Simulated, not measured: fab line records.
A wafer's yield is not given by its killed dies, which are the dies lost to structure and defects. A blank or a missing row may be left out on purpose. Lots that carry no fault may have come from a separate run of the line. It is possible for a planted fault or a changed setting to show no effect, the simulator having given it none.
Struck lot and sound lot, side by side	flow nand harc	12 out of 1302 route steps
Sound: wafers L573.4, L573.5, L573.6. Struck: wafer L571.3 (left out: L571.1, L571.6 of the same lot, which were not struck); the cause appears at the end.
Order at every step that has rows: each side's tool, ch and its chambers, its first start. Under that, the readings that differ: sound wafers	struck wafers	difference of the means	sigmas: that difference in standard deviations of wafers without a fault.
alike: a reading whose means differ by less than 2 such deviations, as well as words and numbers matching on both sides. not compared: withheld readings; readings where some wafer has no value; bounds like >300 that might hide an equal value; numbers whose values overlap and for which the record gives no deviation.
A row with sigmas, a row that says differs or no value, or rows on one side alone: a step with any of these is where the two part. Numbers that don't overlap but have no deviation are shown without sigmas and don't part them. A reading missing from all wafers of one side parts the sides only when that side holds two or more wafers.

first, 1 step without rows for these wafers: NHARC_A_SLIT_SRD_20.
NHARC_A_SLIT_CD_MEAS_21:
  struck on cd sem-01, day 25 00:16; sound on cd sem-02, day 24 22:42
  alike: cd nm
then, 3 steps without rows for these wafers: NHARC_A_SIN_REMOVE_WET_00 (chemistry H3PO4, time 15300 s); NHARC_A_SIN_REMOVE_PRECLEAN_01 (cleans in SC1); NHARC_A_SIN_REMOVE_SRD_02.
NHARC_A_SIN_REMOVE_INSPECT_04:
  struck on defect inspect-01, day 25 05:19; sound on defect inspect-02, day 25 05:18
  alike: raw defect count
NHARC_A_WL_FILL_ALD_00: deposits Al2O3, target thk 3 nm, pulse time 3 s, ald cycles 30.
  sound on ald hk-03 ch 0,1,3, day 25 05:25; struck on ald hk-01 ch 3, day 25 05:25
  alike: heater power w, precursor pulse height rel
NHARC_A_WL_FILL_RTA_01: time 5 s.
  sound on rtp anneal-02 ch 0, day 25 05:43; struck on rtp anneal-01 ch 0, day 25 05:46
reading	sound	struck	difference	sigmas
lamp power pct (%)	34 34 34	25	-9	-2
  alike: lamp_zone_2_pct, wafer_temp_C_max
NHARC_A_WL_FILL_ALD_02: deposits TiN, target thk 2 nm, pulse time 3 s, ald cycles 100.
  sound on ald metal-03 ch 0,1,2, day 25 05:57; struck on ald metal-01 ch 0, day 25 05:59
reading	sound	struck	difference	sigmas
heater power w (W)	1131 946 1148	866	-209	-2
precursor pulse height rel	0.991 0.973 0.990	1.030	+0.045	+3
NHARC_A_WL_FILL_CVD_03: deposits W, target thk 40 nm, time 279 s.
  sound on cvd w-01 ch 0,1, day 25 06:26; struck on cvd w-02 ch 0, day 25 06:39
reading	sound	struck	difference	sigmas
throttle valve pct (%)	7.68 7.71 7.88	8.35	+0.59	+3
  alike: heater power w
NHARC_A_WL_FILL_ETCHBACK_04: etches the open film in NF3, target depth 60 nm, time 120 s.
  sound on rie metal-02 ch 0,1, day 25 06:46; struck on rie metal-03 ch 1, day 25 07:02
reading	sound	struck	difference	sigmas
run length s (s)	142.2 141.7 141.6	145.8	+4.0	+8
  alike: drypump motor current A, oes product au
  not compared: rf hours counter h
NHARC_A_WL_FILL_ETCHBACK_05: etches the open film in Cl2/BCl3, target depth 22 nm, time 60 s.
  sound on rie metal-02 ch 0,1, day 25 06:56; struck on rie metal-03 ch 0, day 25 07:16
  alike: drypump motor current A, oes product au, run length s
  not compared: rf hours counter h

## WHERE THEY PART
First at NHARC_A_WL_FILL_RTA_01; last, within this record, at NHARC_A_WL_FILL_ETCHBACK_04. Later steps at which nothing parts them and some readings are alike: NHARC_A_WL_FILL_ETCHBACK_05.

WHY: the cause the simulator had injected
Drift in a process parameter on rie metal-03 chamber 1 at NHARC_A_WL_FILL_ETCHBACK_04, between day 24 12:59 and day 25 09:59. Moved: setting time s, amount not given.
